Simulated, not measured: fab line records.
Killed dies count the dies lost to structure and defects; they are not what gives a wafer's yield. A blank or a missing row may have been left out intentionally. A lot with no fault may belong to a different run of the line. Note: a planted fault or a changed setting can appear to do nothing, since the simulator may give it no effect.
fab line records	flow n5_finfet
record: lots: 9	wafers: 27	last_day: 17
route steps=1938 shown DUMMY_REMOVAL@381 HKMG_FIN@389 BEOL_M4@1111 PASSIVATION@1936
lots with no fault: from the same line, run without faults
start_h: hours from the record's first day to the start of the lot's first wafer shown	wait_h: how many hours have passed since the lot's step before this one	" identical to the entry in the row above	L1.1+2: a single row standing in for several wafers	- no value, or no start was given	* or withheld: withheld	< > ~ a bound
route shown NAME@n: names a module that has steps shown in the file, with the first one's number in the route	usual: average and standard deviation across the fault-free wafers	same: alike in all rows	chamber/n: place in a boat	sites: per-site readings	_std_site: standard deviation of those values	_edge_site: mean of outer sites minus mean of inner sites	radius_mm: how far each site lies from the wafer's centre	mask NAME#n: copy n	behind: the tool/chamber that last shaped the wafer	hold: why the lot was held/for how many hours/how that ended	device: the transistor (n, p or np) that didn't switch	end of line: tests run on the same wafers once the route is complete	a step without rows: its recipe alone	killed: count of dies lost to structure and defects at first sort (not the wafer's yield)	map: dies across one wafer; x = killed, . = not, _ = none there
set.NAME: setting as actually run; set.NAME@STEP: the setting as run at that earlier step	model.NAME: the simulator's own value behind a step, which no gauge read
the route's steps for a sample of lots (tables are steps, rows are wafers)
services: the hour from which a tool's chamber was out of use, counted from the record's first day as start_h (under 0 if before that day), plus the number of hours and why
== steps ==
step: N5_DUMMY_REMOVAL_INSPECT_06
recipe: inspect_instrument: brightfield	mode: aei
usual: raw_defect_count: 12/4.9
lot.wafer	tool	chamber	start_h	wait_h	raw_defect_count
L468.2	defect_inspect-01	-	78.47	0.0	14
L468.5	"	-	"	"	17
L468.6	"	-	"	"	11
L472.2	defect_inspect-01	-	103.56	0.0	10
L472.4	"	-	"	"	25
L472.6	"	-	"	"	5
L475.1	defect_inspect-02	-	118.27	0.0	10
L475.4	"	-	"	"	15
L475.5	"	-	"	"	11
L477.1	defect_inspect-01	-	129.30	0.0	7
L477.2	"	-	"	"	4
L477.5	"	-	"	"	8
L478.3	defect_inspect-02	-	142.95	0.0	16
L478.4	"	-	"	"	14
L478.5	"	-	"	"	7
L480.1	defect_inspect-02	-	149.53	0.0	10
L480.4	"	-	"	"	6
L480.6	"	-	"	"	8
L481.1	defect_inspect-02	-	155.61	0.0	8
L481.4	"	-	"	"	8
L481.5	"	-	"	"	9
L484.1	defect_inspect-01	-	173.47	0.0	12
L484.3	"	-	"	"	11
L484.6	"	-	"	"	13
L490.1	defect_inspect-02	-	207.86	0.0	7
L490.2	"	-	"	"	7
L490.3	"	-	"	"	7
step: N5_HKMG_FIN_ALD_75
recipe: material: Al2O3	target_thk_a: 10	temp_c: 150	ald_precursor_family: TMA	ald_co_reactant: H2O	pulse_time_s: withheld	co_reactant_pulse_time_s: 1
usual: heater_power_w: 148/21	precursor_pulse_height_rel: 0.999/0.019
lot.wafer	tool	chamber	start_h	wait_h	heater_power_w	precursor_pulse_height_rel
L468.2	ald_hk-02	0	79.32	0.0	141	0.974
L468.5	"	3	"	"	145	0.954
L468.6	"	0	"	"	148	0.999
L472.2	ald_hk-03	1	104.40	0.0	196	1.005
L472.4	"	2	"	"	126	1.008
L472.6	"	3	"	"	129	0.983
L475.1	ald_hk-01	2	119.10	0.0	168	1.015
L475.4	"	1	"	"	128	0.976
L475.5	"	1	"	"	134	0.976
L477.1	ald_hk-02	0	130.13	0.0	148	1.001
L477.2	"	3	"	"	147	1.005
L477.5	"	0	"	"	147	0.998
L478.3	ald_hk-03	3	143.79	0.0	131	1.029
L478.4	"	1	"	"	190	1.007
L478.5	"	0	"	"	147	0.981
L480.1	ald_hk-02	1	150.37	0.0	149	1.019
L480.4	"	3	"	"	146	0.975
L480.6	"	3	"	"	145	1.008
L481.1	ald_hk-03	2	156.46	0.0	127	0.996
L481.4	"	3	"	"	128	0.999
L481.5	"	1	"	"	195	1.017
L484.1	ald_hk-01	3	174.55	0.0	127	0.999
L484.3	"	2	"	"	162	1.011
L484.6	"	1	"	"	131	1.034
L490.1	ald_hk-03	1	208.70	0.0	196	0.998
L490.2	"	3	"	"	128	1.019
L490.3	"	2	"	"	123	1.024
step: N5_HKMG_FIN_DESCUM_53
recipe: chemistry: O2	time_s: 7.9	source_power_w: 50	bias_power_w: 20	pressure_mtorr: 20	rf_frequency_hz: 2.712e+07	temp_c: 40	resist: CAR-ArF	o2_flow_sccm: 225
usual: drypump_motor_current_A: 5.6/0.37	o2_flow_sccm: 224.9/0.63	oes_product_au: 0.79/0.094	rf_vpp_V: 242.9/1.2	showerhead_plenum_p_Torr: 2.07/0.058	throttle_valve_pct: 20.28/0.27
lot.wafer	tool	chamber	start_h	wait_h	drypump_motor_current_A	o2_flow_sccm	oes_product_au	rf_hours_counter_h	rf_vpp_V	showerhead_plenum_p_Torr	throttle_valve_pct
L468.2	rie_diel-03	0	79.76	0.0	6.4	223.6	0.75	145	242.5	2.08	20.39
L468.5	"	0	"	"	6.4	224.8	0.74	-	244.2	2.08	20.40
L468.6	"	3	"	"	5.4	225.1	0.71	-	243.1	2.08	20.79
L472.2	rie_diel-01	3	105.29	0.5	5.3	223.4	0.72	160	243.9	2.19	20.43
L472.4	"	0	"	"	5.8	223.9	0.74	188	240.9	1.99	20.33
L472.6	"	1	"	"	5.7	226.5	0.90	-	244.0	2.12	19.79
L475.1	rie_diel-04	2	119.81	0.3	5.5	225.3	0.89	38	243.6	2.05	20.12
L475.4	"	1	"	"	5.4	225.9	0.96	7	242.3	2.06	20.31
L475.5	"	0	"	"	6.1	225.5	0.74	-	243.1	2.05	20.23
L477.1	rie_diel-03	2	130.58	0.1	5.7	224.0	0.96	12	243.9	2.12	19.78
L477.2	"	3	"	"	5.4	225.1	0.69	213	243.7	2.08	20.81
L477.5	"	0	"	"	6.4	224.3	0.73	-	242.1	2.07	20.43
L478.3	rie_diel-01	3	144.79	0.5	5.3	225.5	0.71	174	243.9	2.18	20.46
L478.4	"	0	"	"	5.7	226.2	0.73	-	241.2	1.99	20.34
L478.5	"	3	"	"	5.3	225.0	0.71	-	244.4	2.18	20.47
L480.1	rie_diel-03	3	150.80	0.0	5.4	225.6	0.69	222	242.1	2.07	20.83
L480.4	"	1	"	"	5.1	224.7	0.94	4	244.6	2.14	20.25
L480.6	"	3	"	"	5.4	224.1	0.69	-	243.0	2.07	20.84
L481.1	rie_diel-04	1	157.16	0.3	5.4	225.4	0.94	19	243.5	2.05	20.34
L481.4	"	2	"	"	5.4	225.4	0.86	50	244.4	2.04	20.16
L481.5	"	2	"	"	5.4	226.1	0.87	-	241.7	2.04	20.14
L484.1	rie_diel-04	1	175.11	0.0	5.4	225.4	0.92	26	244.5	2.05	20.33
L484.3	"	3	"	"	4.9	224.2	0.77	165	243.0	1.98	20.31
L484.6	"	0	"	"	6.1	225.7	0.73	-	241.5	2.04	20.24
L490.1	rie_diel-03	3	209.13	0.0	5.4	224.9	0.67	242	242.4	2.07	20.86
L490.2	"	2	"	"	5.6	225.2	0.88	40	242.8	2.11	19.82
L490.3	"	0	"	"	6.3	225.8	0.71	195	242.5	2.06	20.49
step: N5_HKMG_FIN_ALD_79
recipe: material: TiN	target_thk_a: 15	temp_c: 400	ald_precursor_family: TiCl4	ald_co_reactant: NH3	pulse_time_s: 1	purge_time_s: 3	co_reactant_purge_time_s: 2	co_reactant_pulse_time_s: 2	ald_cycles: 68	pressure_torr: 3
usual: ald_cycles: 68/0	heater_power_w: 853/110	precursor_pulse_height_rel: 1.000/0.019
lot.wafer	tool	chamber	start_h	wait_h	ald_cycles	heater_power_w	precursor_pulse_height_rel
L468.2	ald_metal-04	2	81.16	0.0	68	841	1.016
L468.5	"	3	"	"	68	799	1.009
L468.6	"	0	"	"	68	807	0.972
L472.2	ald_metal-03	2	106.68	0.0	68	833	1.014
L472.4	"	0	"	"	68	845	1.022
L472.6	"	1	"	"	68	849	1.033
L475.1	ald_metal-02	1	121.17	0.0	68	780	1.022
L475.4	"	3	"	"	68	1069	0.979
L475.5	"	0	"	"	68	877	0.982
L477.1	ald_metal-02	3	131.95	0.0	68	1061	1.011
L477.2	"	0	"	"	68	894	0.991
L477.5	"	0	"	"	68	876	0.967
L478.3	ald_metal-03	2	146.21	0.0	68	846	0.974
L478.4	"	0	"	"	68	850	1.007
L478.5	"	2	"	"	68	803	0.978
L480.1	ald_metal-02	1	152.17	0.0	68	758	0.990
L480.4	"	3	"	"	68	1072	1.016
L480.6	"	0	"	"	68	850	1.009
L481.1	ald_metal-04	3	158.58	0.0	68	804	1.017
L481.4	"	2	"	"	68	847	1.015
L481.5	"	3	"	"	68	795	1.001
L484.1	ald_metal-02	1	176.47	0.0	74	751	1.002
L484.3	"	0	"	"	68	855	0.978
L484.6	"	0	"	"	74	859	1.011
L490.1	ald_metal-03	0	210.49	0.0	68	866	1.018
L490.2	"	2	"	"	68	844	0.998
L490.3	"	3	"	"	68	1035	1.020
step: N5_BEOL_M4_RC_MEAS_101
usual: DIBL_N: 36.2/2	DIBL_P: 36.1/2.4	IOFF_N: 0.16/0.035	IOFF_P: 0.22/0.041	ION_N: 675/14	ION_P: 465/8.6	SS_N: 71.5/0.64	SS_P: 73.2/0.76	VT_N: 250/3.9	VT_P: -249/3.4
lot.wafer	tool	chamber	start_h	wait_h	DIBL_N[mV/V]	DIBL_P[mV/V]	IOFF_N[nA/um]	IOFF_P[nA/um]	ION_N[uA/um]	ION_P[uA/um]	SS_N[mV/dec]	SS_P[mV/dec]	VT_N[mV]	VT_P[mV]
L468.2	prober-01	0	191.76	0.2	34.7	37.9	0.14	0.24	670	471	70.7	73.3	253	-247
L468.5	"	0	"	"	35.5	37.3	0.15	0.23	667	460	71.5	73.1	252	-249
L468.6	"	0	"	"	35.6	38.7	0.15	0.26	663	470	71.1	74.4	251	-245
L472.2	prober-02	0	209.19	0.2	38.1	38.2	0.18	0.24	681	465	72.1	74.5	247	-249
L472.4	"	0	"	"	38.1	38.2	0.17	0.24	670	457	72.8	73.7	251	-247
L472.6	"	0	"	"	37.6	37.4	0.17	0.23	672	463	72.0	73.8	248	-251
L475.1	prober-01	0	213.22	0.0	35.8	36.1	0.17	0.22	674	459	72.0	72.8	245	-247
L475.4	"	0	"	"	39.0	40.3	0.22	0.29	679	463	72.3	73.5	248	-244
L475.5	"	0	"	"	36.4	37.6	0.18	0.25	686	467	70.7	74.2	248	-245
L477.1	prober-02	0	226.98	0.0	36.6	35.6	0.15	0.20	679	463	71.3	73.9	250	-251
L477.2	"	0	"	"	39.9	38.2	0.20	0.24	688	464	72.2	74.2	248	-248
L477.5	"	0	"	"	39.2	39.2	0.21	0.23	693	468	72.0	74.3	246	-249
L478.3	prober-01	0	245.55	0.3	38.2	39.7	0.21	0.33	696	486	71.9	73.6	245	-240
L478.4	"	0	"	"	35.1	34.7	0.14	0.23	664	467	71.1	73.7	249	-247
L478.5	"	0	"	"	32.3	31.9	0.10	0.18	664	468	70.6	70.9	255	-249
L480.1	prober-01	0	255.86	0.0	37.1	38.2	0.16	0.24	678	467	71.9	73.2	249	-248
L480.4	"	0	"	"	35.0	35.3	0.13	0.19	661	461	71.2	72.9	254	-249
L480.6	"	0	"	"	36.6	38.1	0.16	0.23	679	472	71.1	73.7	251	-248
L481.1	prober-01	0	262.25	0.0	38.9	38.2	0.21	0.26	693	479	72.0	73.1	242	-246
L481.4	"	0	"	"	39.1	38.8	0.21	0.28	697	473	71.6	74.4	247	-244
L481.5	"	0	"	"	36.9	34.9	0.16	0.22	672	459	71.2	74.1	247	-249
L484.1	prober-02	0	272.29	0.0	34.9	33.2	0.13	0.18	678	466	70.9	72.7	251	-251
L484.3	"	0	"	"	38.7	37.5	0.19	0.24	674	463	72.2	74.4	248	-247
L484.6	"	0	"	"	40.9	40.7	0.24	0.29	704	473	72.0	74.0	243	-246
L490.1	prober-01	0	314.81	0.0	36.4	36.3	0.15	0.18	654	446	71.6	73.3	257	-255
L490.2	"	0	"	"	36.0	36.5	0.14	0.18	671	454	71.5	73.3	254	-254
L490.3	"	0	"	"	33.9	33.8	0.12	0.16	669	458	70.8	71.7	254	-256
step: N5_PASSIVATION_PROBE_49
usual: defect_limited_yield: 91.1/1.4	killed_at_M0_to_M3: 36/9.9	killed_at_M4_up: 13/5.8	killed_at_contacts: 14/5.9	killed_at_front_end: 39/11	killed_at_other: 3.4/2.9	killed_dies: 105/17	killed_open: 70/13	killed_short: 34/7.3	sort_bin_4_leakage: 0.00/0.0072	sort_bin_5_function: 5.3/1	sort_bin_6_memory: 3.3/0.62	sort_n_pass: 1075/17	sort_yield_pct: 91.1/1.4
same: gross_dies: 1180	killed_at_back_side: 0	sort_bin_8_speed[%]: 0
lot.wafer	tool	chamber	start_h	wait_h	defect_limited_yield[%]	killed_at_M0_to_M3	killed_at_M4_up	killed_at_contacts	killed_at_front_end	killed_at_other	killed_dies	killed_open	killed_short	sort_bin_4_leakage[%]	sort_bin_5_function[%]	sort_bin_6_memory[%]	sort_n_pass	sort_yield_pct[%]
L468.2	prober-02	-	294.06	0.1	90.6	43	9	9	42	8	111	78	33	0	5.1	4.2	1069	90.6
L468.5	prober-02	-	294.21	0.2	89.5	55	8	9	48	4	124	87	37	0	7.3	3.1	1056	89.5
L468.6	prober-02	-	294.26	0.3	93.3	33	11	10	23	2	79	51	28	0	3.3	3.1	1101	93.3
L472.2	prober-02	-	320.27	0.1	90.8	31	19	9	44	5	108	63	45	0	5.0	4.1	1072	90.8
L472.4	prober-02	-	320.37	0.2	90.9	31	11	13	47	5	107	77	30	0	5.6	3.4	1073	90.9
L472.6	prober-02	-	320.47	0.3	91.9	41	11	7	30	6	95	62	33	0	4.7	3.0	1085	91.9
L475.1	prober-01	-	322.65	0.0	90.6	22	18	20	49	2	111	81	29	0	6.6	2.5	1069	90.6
L475.4	prober-01	-	322.80	0.2	92.5	22	11	15	37	4	89	64	25	0	4.5	2.7	1091	92.5
L475.5	prober-01	-	322.85	0.2	89.3	39	8	25	52	2	126	78	48	0	6.3	4.2	1054	89.3
L477.1	prober-02	-	333.56	0.4	93.0	31	14	7	28	3	83	57	23	0	4.6	2.2	1097	93.0
L477.2	prober-02	-	333.61	0.4	92.8	28	17	15	22	3	85	55	30	0	4.2	2.7	1095	92.8
L477.5	prober-02	-	333.76	0.6	91.5	24	25	14	37	0	100	74	25	0	5.0	3.1	1080	91.5
L480.1	prober-02	-	353.23	0.1	90.0	34	11	29	41	3	118	64	53	0	7.0	2.4	1062	90.0
L480.4	prober-02	-	353.38	0.2	91.3	19	7	34	42	1	103	61	42	0	5.8	2.5	1077	91.3
L480.6	prober-02	-	353.48	0.3	91.1	41	11	15	38	0	105	67	37	0	5.3	3.6	1075	91.1
L478.3	prober-01	-	353.81	0.1	92.0	41	6	18	23	6	94	65	27	0.08	4.7	2.9	1085	91.9
L478.4	prober-01	-	353.86	0.2	92.2	29	13	5	38	7	92	65	22	0	4.3	3.1	1088	92.2
L478.5	prober-01	-	353.91	0.2	89.4	26	19	15	57	8	125	84	40	0	6.9	3.3	1055	89.4
L481.1	prober-02	-	384.58	0.0	91.9	30	11	11	40	3	95	70	25	0	5.3	2.8	1085	91.9
L481.4	prober-02	-	384.73	0.2	91.5	35	12	18	31	4	100	70	30	0	4.7	3.3	1080	91.5
L481.5	prober-02	-	384.78	0.2	91.1	44	11	14	31	5	105	73	30	0	4.8	3.8	1075	91.1
L484.1	prober-02	-	385.70	0.0	92.4	25	21	13	29	2	90	60	28	0	4.6	2.7	1090	92.4
L484.3	prober-02	-	385.80	0.1	92.0	23	10	17	41	3	94	68	24	0	4.2	3.6	1086	92.0
L484.6	prober-02	-	385.95	0.3	93.7	17	11	9	30	7	74	55	16	0	3.6	2.5	1106	93.7
L490.1	prober-02	-	414.09	0.0	91.4	34	8	14	39	7	102	57	45	0	4.3	3.7	1078	91.4
L490.2	prober-02	-	414.14	0.1	91.8	34	10	9	41	3	97	64	33	0	4.7	3.5	1083	91.8
L490.3	prober-02	-	414.19	0.1	91.8	32	5	10	41	9	97	56	39	0	5.5	2.4	1083	91.8
killed by level:class
L468.2 STI_FIN_REVEAL:geometric_particle:open=18 BEOL_M0_SAQP:geometric_particle:short=14 BEOL_M3:geometric_particle:open=10 DUMMY_GATE:geometric_particle:open=8 MOL_CONTACT_COAG:geometric_particle:open=8 BEOL_M0_SAQP:geometric_particle:open=7 BEOL_M0:geometric_particle:open=5 STI_FIN_REVEAL:geometric_particle:short=4
L468.5 STI_FIN_REVEAL:geometric_particle:open=18 BEOL_M0_SAQP:geometric_particle:open=14 BEOL_M0:geometric_particle:open=11 BEOL_M0_SAQP:geometric_particle:short=9 BEOL_M2:geometric_particle:open=7 MOL_CONTACT_COAG:geometric_particle:open=6 BEOL_M2:geometric_particle:short=5 BEOL_M3:geometric_particle:open=5
L468.6 BEOL_M3:geometric_particle:open=8 BEOL_M2:geometric_particle:open=7 MOL_CONTACT_COAG:geometric_particle:open=6 BEOL_M0_SAQP:geometric_particle:short=6 BEOL_M3:geometric_particle:short=5 STI_FIN_REVEAL:geometric_particle:open=5 STI_FIN_REVEAL:geometric_particle:short=4 MOL_CONTACT_COAG:geometric_particle:short=4
L472.2 BEOL_M0_SAQP:geometric_particle:short=15 STI_FIN_REVEAL:geometric_particle:open=12 FIN_SAQP:geometric_particle:open=10 MOL_CONTACT_COAG:geometric_particle:open=7 BEOL_M0_SAQP:geometric_particle:open=6 FIN_SAQP:geometric_particle:short=5 BEOL_M5:geometric_particle:short=5 BEOL_M8:geometric_particle:open=4
L472.4 DUMMY_GATE:geometric_particle:open=13 FIN_SAQP:geometric_particle:open=12 MOL_CONTACT_COAG:geometric_particle:open=10 BEOL_M0_SAQP:geometric_particle:short=10 BEOL_M0_SAQP:geometric_particle:open=7 BEOL_M3:geometric_particle:open=7 FIN_SAQP:geometric_particle:short=6 BEOL_M4:geometric_particle:open=6
L472.6 BEOL_M3:geometric_particle:open=10 FIN_SAQP:geometric_particle:open=8 BEOL_M0_SAQP:geometric_particle:short=8 FIN_SAQP:geometric_particle:short=6 DUMMY_GATE:geometric_particle:open=6 BEOL_M2:geometric_particle:open=6 STI_FIN_REVEAL:geometric_particle:open=5 MOL_CONTACT_COAG:geometric_particle:open=5
L475.1 MOL_CONTACT_COAG:geometric_particle:open=18 STI_FIN_REVEAL:geometric_particle:open=12 FIN_SAQP:geometric_particle:open=9 FIN_SAQP:geometric_particle:short=5 BEOL_M2:geometric_particle:open=5 BEOL_M3:geometric_particle:open=5 GATE_CUT:geometric_particle:open=4 BEOL_M0_SAQP:geometric_particle:open=4
L475.4 STI_FIN_REVEAL:geometric_particle:open=12 MOL_CONTACT_COAG:geometric_particle:open=12 BEOL_M0_SAQP:geometric_particle:short=6 BEOL_M2:geometric_particle:open=6 BEOL_M0_SAQP:geometric_particle:open=5 FIN_SAQP:geometric_particle:short=4 FIN_SAQP:geometric_particle:open=4 BEOL_M3:geometric_particle:open=4
L475.5 MOL_CONTACT_COAG:geometric_particle:open=18 STI_FIN_REVEAL:geometric_particle:open=16 BEOL_M0_SAQP:geometric_particle:short=13 FIN_SAQP:geometric_particle:short=10 BEOL_M0_SAQP:geometric_particle:open=10 MOL_CONTACT_COAG:geometric_particle:short=7 FIN_SAQP:geometric_particle:open=6 GATE_CUT:geometric_particle:short=5
L477.1 BEOL_M3:geometric_particle:open=12 BEOL_M4:geometric_particle:open=8 BEOL_M2:geometric_particle:open=8 STI_FIN_REVEAL:geometric_particle:open=7 MOL_CONTACT_COAG:geometric_particle:open=4 BEOL_M0_SAQP:geometric_particle:open=4 GATE_CUT:geometric_particle:short=3 MOL_CONTACT_COAG:geometric_particle:short=3
L477.2 MOL_CONTACT_COAG:geometric_particle:open=13 BEOL_M0_SAQP:geometric_particle:short=11 BEOL_M4:geometric_particle:open=11 BEOL_M0_SAQP:geometric_particle:open=8 GATE_CUT:geometric_particle:short=4 FIN_SAQP:geometric_particle:short=3 GATE_CUT:geometric_particle:open=3 BEOL_M3:geometric_particle:open=3
L477.5 BEOL_M4:geometric_particle:open=12 MOL_CONTACT_COAG:geometric_particle:open=11 BEOL_M2:geometric_particle:open=9 STI_FIN_REVEAL:geometric_particle:open=7 DUMMY_GATE:geometric_particle:open=7 FIN_SAQP:geometric_particle:short=5 BEOL_M1:geometric_particle:open=5 FIN_SAQP:geometric_particle:open=4
L480.1 MOL_CONTACT_COAG:geometric_particle:open=20 FIN_SAQP:geometric_particle:short=18 MOL_CONTACT_COAG:geometric_particle:short=9 BEOL_M0_SAQP:geometric_particle:short=7 STI_FIN_REVEAL:geometric_particle:open=7 BEOL_M2:geometric_particle:open=7 BEOL_M1:geometric_particle:open=6 BEOL_M0_SAQP:geometric_particle:open=4
L480.4 MOL_CONTACT_COAG:geometric_particle:open=25 FIN_SAQP:geometric_particle:short=16 FIN_SAQP:geometric_particle:open=12 MOL_CONTACT_COAG:geometric_particle:short=9 BEOL_M0_SAQP:geometric_particle:open=5 BEOL_M0_SAQP:geometric_particle:short=4 GATE_CUT:geometric_particle:short=3 BEOL_M1:geometric_particle:open=3
L480.6 MOL_CONTACT_COAG:geometric_particle:open=13 BEOL_M2:geometric_particle:open=12 BEOL_M3:geometric_particle:open=10 BEOL_M0_SAQP:geometric_particle:short=8 FIN_SAQP:geometric_particle:open=7 FIN_SAQP:geometric_particle:short=7 DUMMY_GATE:geometric_particle:open=5 GATE_CUT:geometric_particle:short=4
L478.3 MOL_CONTACT_COAG:geometric_particle:open=14 BEOL_M2:geometric_particle:open=11 BEOL_M0_SAQP:geometric_particle:open=8 BEOL_M3:geometric_particle:open=7 FIN_SAQP:geometric_particle:open=4 MOL_CONTACT_COAG:geometric_particle:short=4 MIM_TOP_ETCH:geometric_particle:short=4 DUMMY_GATE:geometric_particle:open=3
L478.4 STI_FIN_REVEAL:geometric_particle:open=10 BEOL_M0_SAQP:geometric_particle:open=9 BEOL_M4:geometric_particle:open=7 MOL_CONTACT_COAG:geometric_particle:open=5 BEOL_M0_SAQP:geometric_particle:short=5 FIN_SAQP:geometric_particle:short=4 BEOL_M3:geometric_particle:open=4 FIN_SAQP:geometric_particle:open=3
L478.5 FIN_SAQP:geometric_particle:open=19 MOL_CONTACT_COAG:geometric_particle:open=11 BEOL_M5:geometric_particle:open=9 STI_FIN_REVEAL:geometric_particle:open=6 GATE_CUT:geometric_particle:short=6 BEOL_M2:geometric_particle:open=6 FIN_SAQP:geometric_particle:short=5 GATE_CUT:geometric_particle:open=5
L481.1 MOL_CONTACT_COAG:geometric_particle:open=10 FIN_SAQP:geometric_particle:open=9 DUMMY_GATE:geometric_particle:open=9 BEOL_M2:geometric_particle:open=9 BEOL_M0_SAQP:geometric_particle:short=7 STI_FIN_REVEAL:geometric_particle:open=7 BEOL_M0_SAQP:geometric_particle:open=7 FIN_SAQP:geometric_particle:short=5
L481.4 MOL_CONTACT_COAG:geometric_particle:open=16 DUMMY_GATE:geometric_particle:open=13 BEOL_M0_SAQP:geometric_particle:short=8 BEOL_M3:geometric_particle:open=7 BEOL_M0_SAQP:geometric_particle:open=6 STI_FIN_REVEAL:geometric_particle:open=5 BEOL_M2:geometric_particle:open=5 BEOL_M1:geometric_particle:open=4
L481.5 MOL_CONTACT_COAG:geometric_particle:open=13 BEOL_M2:geometric_particle:open=13 BEOL_M0_SAQP:geometric_particle:open=9 BEOL_M3:geometric_particle:open=8 BEOL_M0_SAQP:geometric_particle:short=8 FIN_SAQP:geometric_particle:open=7 STARTING-WAFER:geometric_particle:open=5 BEOL_M4:geometric_particle:open=4
L484.1 BEOL_M4:geometric_particle:open=12 MOL_CONTACT_COAG:geometric_particle:open=9 STI_FIN_REVEAL:geometric_particle:open=8 BEOL_M0_SAQP:geometric_particle:short=5 GATE_CUT:geometric_particle:short=5 MOL_CONTACT_COAG:geometric_particle:short=4 BEOL_M0_SAQP:geometric_particle:open=4 BEOL_M2:geometric_particle:open=4
L484.3 MOL_CONTACT_COAG:geometric_particle:open=14 STI_FIN_REVEAL:geometric_particle:open=12 FIN_SAQP:geometric_particle:open=7 BEOL_M1:geometric_particle:open=6 BEOL_M2:geometric_particle:open=5 DUMMY_GATE:geometric_particle:open=4 GATE_CUT:geometric_particle:open=4 STI_FIN_REVEAL:geometric_particle:short=3
L484.6 FIN_SAQP:geometric_particle:open=12 MOL_CONTACT_COAG:geometric_particle:open=8 STI_FIN_REVEAL:geometric_particle:open=7 BEOL_M0_SAQP:geometric_particle:short=5 BEOL_M0_SAQP:geometric_particle:open=4 BEOL_M3:geometric_particle:open=3 BEOL_M4:geometric_particle:open=3 BEOL_M2:geometric_particle:open=3
L490.1 STI_FIN_REVEAL:geometric_particle:open=12 MOL_CONTACT_COAG:geometric_particle:open=12 FIN_SAQP:geometric_particle:short=11 BEOL_M0_SAQP:geometric_particle:short=11 BEOL_M0_SAQP:geometric_particle:open=9 BEOL_M0:geometric_particle:open=7 FIN_SAQP:geometric_particle:open=5 GATE_CUT:geometric_particle:short=4
L490.2 STI_FIN_REVEAL:geometric_particle:open=11 FIN_SAQP:geometric_particle:short=10 BEOL_M0_SAQP:geometric_particle:open=10 MOL_CONTACT_COAG:geometric_particle:open=8 BEOL_M0_SAQP:geometric_particle:short=8 FIN_SAQP:geometric_particle:open=5 BEOL_M0:geometric_particle:open=5 BEOL_M3:geometric_particle:open=4
L490.3 FIN_SAQP:geometric_particle:open=12 FIN_SAQP:geometric_particle:short=10 MOL_CONTACT_COAG:geometric_particle:open=10 BEOL_M0_SAQP:geometric_particle:short=10 BEOL_M0_SAQP:geometric_particle:open=7 BEOL_M1:geometric_particle:open=6 GATE_CUT:geometric_particle:short=5 STI_FIN_REVEAL:geometric_particle:open=4
== services ==
tool	chamber	start_h	hours	kind
rie_diel-04	1	65.99	7.4	repair
ald_hk-03	-	66.31	0.9	repair
rie_diel-04	2	76.84	9.3	repair
rie_diel-03	2	79.37	-	clean
rie_diel-03	2	79.37	-	consumable_replace:focus_ring
rie_diel-03	2	79.37	18.4	scheduled_down
rie_diel-03	2	79.37	18.4	vent_cycle
rie_diel-04	1	87.21	-	clean
rie_diel-01	3	88.38	7.8	repair
rie_diel-04	3	90.75	21.3	repair
ald_metal-04	1	102.20	16.4	repair
rie_diel-03	1	119.26	-	clean
rie_diel-03	1	119.26	-	consumable_replace:focus_ring
rie_diel-03	1	119.26	19.8	scheduled_down
rie_diel-03	1	119.26	19.8	vent_cycle
ald_metal-03	3	132.59	21.6	repair
rie_diel-01	0	134.94	7.9	repair
ald_metal-04	3	147.88	5.8	repair
ald_metal-03	-	156.16	2.8	pm
ald_metal-03	0	162.74	13.9	repair
ald_metal-03	-	175.90	0.4	repair
rie_diel-03	1	188.21	2.4	repair
rie_diel-01	1	202.82	3.8	repair
ald_metal-04	-	209.16	4.3	pm
== key ==
first_sign: step: N5_HKMG_FIN_ALD_79	reading: ald_cycles	direction: up	sigmas: 99+	usual: *	struck: *
effect none on later readings
met_at N5_HKMG_FIN_ALD_79
struck_lots L484
struck_wafers L484.1,L484.6
not_acting_at N5_DUMMY_REMOVAL_INSPECT_06,N5_HKMG_FIN_ALD_75,N5_HKMG_FIN_DESCUM_53
onset_between 152.17 176.47
fault: kind: process_parameter_drift	tool: ald_metal-02	chamber: -	onset_h: 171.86	steps: N5_HKMG_FIN_ALD_79	channel: ald_cycles	offset: *	shape: step	end_h: 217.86	scope: struck_wafers_only	acts_in: *	stated: *
